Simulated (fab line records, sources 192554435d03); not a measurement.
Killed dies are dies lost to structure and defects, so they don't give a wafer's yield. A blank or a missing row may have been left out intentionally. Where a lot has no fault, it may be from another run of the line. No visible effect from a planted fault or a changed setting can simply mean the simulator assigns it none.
Matching of chambers    flow n5 finfet    3 sister chambers for N5_FIN_SAQP_MANDREL2_REMOVE_60 on rie si-06
The step chemistry HBr/Cl2/O2, target a-Si, stops on SiNx, bt time 10 s. 20 wafers are shown with their chamber, then 10 later ones without.

WAFERS PAIRED WITH THEIR CHAMBERS
wafer   chamber  drypump motor current A (A)  oes product au (a.u.)  HBr_flow_sccm (sccm)
L075.3  2        6.3                          1.039                  149.9
L075.4  2        6.3                          1.033                  150.8
L075.6  1        5.7                          0.992                  148.8
L079.1  2        6.2                          1.033                  149.8
L079.3  0        5.9                          1.015                  150.3
L079.6  1        5.7                          0.995                  150.3
L080.1  0        5.9                          1.009                  150.5
L080.2  1        5.7                          1.002                  150.1
L080.6  1        5.7                          0.996                  150.2
L085.3  2        6.3                          1.033                  150.6
L085.4  2        6.3                          1.026                  149.8
L085.5  1        5.7                          1.006                  150.2
L086.1  0        5.9                          1.008                  150.1
L086.3  1        5.7                          0.992                  149.8
L086.5  0        5.9                          1.014                  150.0
L088.1  2        6.3                          1.050                  150.1
L088.3  1        5.7                          1.011                  149.6
L088.4  0        5.9                          1.003                  149.6
L089.1  1        5.7                          1.001                  149.5
L089.2  0        5.9                          1.006                  150.6

SIGNATURES (averages over the wafers above)
reading                  chamber 0  chamber 1  chamber 2  scatter within a chamber
drypump motor current A  5.900      5.700      6.283      0.0221
oes product au           1.00917    0.99938    1.03567    0.00671
HBr_flow_sccm            150.183    149.812    150.167    0.447
Rule: a wafer's distance from a chamber is the root of the sum, over the readings, of the square of ((its reading less the chamber's mean) divided by the reading's scatter). If the next closest chamber is less than 2 further off than the closest, the wafer can't be placed; otherwise it belongs to the closest. How the scatter is found: for the shown wafers, subtract from each reading the mean of its chamber, square and add these, divide the total by (wafers less chambers), then take the root.

WAFERS WITHOUT THEIR CHAMBER
wafer   drypump motor current A (A)  oes product au (a.u.)  HBr_flow_sccm (sccm)
L089.6  5.9                          1.005                  150.9
L091.4  5.7                          1.005                  149.1
L091.5  6.3                          1.035                  149.9
L091.6  5.7                          1.008                  149.2
L094.1  5.7                          0.994                  150.1
L094.3  5.9                          1.023                  149.4
L094.5  5.7                          0.997                  150.0
L097.2  6.2                          1.039                  150.5
L097.3  5.9                          1.013                  150.5
L097.5  6.3                          1.044                  149.8

CHAMBER TAKEN BY EACH
wafer   from the rows above  in truth
L089.6  0                    0
L091.4  1                    1
L091.5  2                    2
L091.6  1                    1
L094.1  1                    1
L094.3  0                    0
L094.5  1                    1
L097.2  2                    2
L097.3  0                    0
L097.5  2                    2
Correct placement for 10 of the 10. Not placeable from these rows: 0. Wrongly placed: 0.
